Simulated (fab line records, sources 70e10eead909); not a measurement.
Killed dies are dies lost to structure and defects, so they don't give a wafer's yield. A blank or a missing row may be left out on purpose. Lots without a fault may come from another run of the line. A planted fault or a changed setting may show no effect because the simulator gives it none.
Problem report in the 8D (eight disciplines) form, filled by code | flow nand_harc | the parts of the form that need people (team, actions taken, sign-off) are left out

1. THE PROBLEM
heater_power_total_W at NHARC_A_CHANNEL_HOLE_D1_SOFTBAKE_05 reads a mean of 322.99 W on 3 wafers of 2 lots; wafers without a fault read 188.45 W with a standard deviation of 0.14. That is +99 or more standard deviations from the usual mean.
The step: time 55 s.
First seen on wafer L566.5, day 13 19:00, on litho_track-06. The record holds 42 wafers of 14 lots with a number at this step. Rule for "out", or "out of limits": more than 4 standard deviations from the usual mean. The other wafers with a number count as sound.

2. WHAT IT IS AND WHAT IT IS NOT
question                    | is                     | is not
which readings at this step | heater_power_total_W   | -
which lots                  | L566, L568             | L553, L554, L555, L556, L557, L558, L560, L561, L565, L567, L575, L576
which wafers of those lots  | L566.5, L568.1, L568.5 | L566.3, L566.6, L568.3
read on which tools         | litho_track-06         | litho_track-01, litho_track-04
when                        | from day 13 19:00      | up to then (29 sound wafers); but 10 sound wafers of L567, L568, L575, L576 came after

3. SUSPECTS, AND WHAT RULES EACH OUT
Counting: a tool at a process step up to the reading stays a suspect if it ran every lot that is out. Sound lots after the first of them don't rule it out here, since some wafers of a struck lot are sound.
- litho_track-06 at NHARC_A_CHANNEL_HOLE_D1_SOFTBAKE_05 (time 55 s): kept. It ran every lot that is out, first L566 (day 13 19:00); its last sound lot up to then is L565 (day 13 07:00). Its own readings are out on those wafers: heater_power_total_W.
Left after counting: litho_track-06 at NHARC_A_CHANNEL_HOLE_D1_SOFTBAKE_05.

4. THE CAUSE (what the simulator had put in)
Process parameter drift: litho_track-06, from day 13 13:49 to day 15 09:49, at NHARC_A_CHANNEL_HOLE_D1_SOFTBAKE_05. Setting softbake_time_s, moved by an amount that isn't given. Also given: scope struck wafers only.
Counting left only this tool.

5. THE CHAIN OF EFFECTS, in route order
Each row: a reading whose mean over the struck wafers that have a number lies more than 3 standard deviations from the usual. Only readings for which the record gives a usual standard deviation are gone through. hours: the time from each lot's start at the first step in this table that gives one to its start at this step, as a median over the lots. sigmas: the change in usual standard deviations.
hours | step                                | reading              | usual    | on struck wafers | change  | sigmas
0     | NHARC_A_CHANNEL_HOLE_D1_SOFTBAKE_05 | heater_power_total_W | 188.45 W | 322.99           | +134.54 | +99 or more
The process steps in it:
- NHARC_A_CHANNEL_HOLE_D1_SOFTBAKE_05: time 55 s.
Later measuring or inspecting steps at which every struck wafer that the step has a row for has a number for every such reading, and none has moved that far: NHARC_A_CHANNEL_HOLE_D1_OVL_MEAS_11, NHARC_END_SORT_01.

6. WHAT WOULD HAVE CAUGHT IT SOONER
In this record the first reading out of limits was taken at day 13 19:00, 5 hours after the fault began at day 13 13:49.
